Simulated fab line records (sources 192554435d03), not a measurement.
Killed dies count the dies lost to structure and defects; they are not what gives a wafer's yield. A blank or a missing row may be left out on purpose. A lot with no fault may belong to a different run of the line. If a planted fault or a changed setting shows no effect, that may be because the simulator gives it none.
Chamber matching -- flow n5Finfet -- aldMetal-02 running N5_BEOL_M7_ALD_77: 4 sister chambers
The step deposits TaN, target thk 2 nm, pulse time 2 s, purge time 3 s. 7 wafers are shown with their chamber, then 10 later ones without.

## WAFERS PAIRED WITH THEIR CHAMBERS
wafer,chamber,heaterPowerW (W),susceptorTempC (C)
L081.1,3,406,275.20
L081.4,0,451,275.17
L074.1,0,435,274.84
L074.5,2,453,275.33
L074.6,1,401,274.95
L089.2,2,444,274.91
L089.3,1,401,274.86

## WAFERS WHOSE CHAMBER IS MISSING
wafer,heaterPowerW (W),susceptorTempC (C)
L089.4,404,274.77
L090.1,411,275.01
L090.4,433,275.10
L090.5,440,274.76
L092.1,438,274.65
L092.2,409,274.82
L092.3,446,275.00
L092.4,397,275.22
L092.5,406,274.90
L092.6,444,275.09

## WHICH CHAMBER EACH WENT THROUGH
wafer,from the rows above,in truth
L089.4,can't be placed: 1 or 3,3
L090.1,can't be placed: 3 or 1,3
L090.4,can't be placed: 0 or 2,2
L090.5,can't be placed: 0 or 2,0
L092.1,can't be placed: 0 or 2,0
L092.2,can't be placed: 1 or 3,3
L092.3,can't be placed: 0 or 2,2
L092.4,can't be placed: 3 or 1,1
L092.5,can't be placed: 1 or 3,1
L092.6,can't be placed: 0 or 2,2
Correctly placed: 0 of 10. These rows do not allow placing 10 (true chamber among the candidates in 10). Wrongly placed: 0.
How it was worked out, from the rows above alone: a wafer's distance from a chamber is the root of the sum, over the readings, of the square of ((its reading less the chamber's mean) divided by the reading's scatter). The wafer belongs to the nearest chamber; if the next one is less than 2 further off, it can't be placed. A chamber's mean is the mean of its shown wafers. The scatter is the square root of a quotient: the sum, over the shown wafers, of each reading's squared deviation from its chamber's mean, divided by wafers minus chambers.
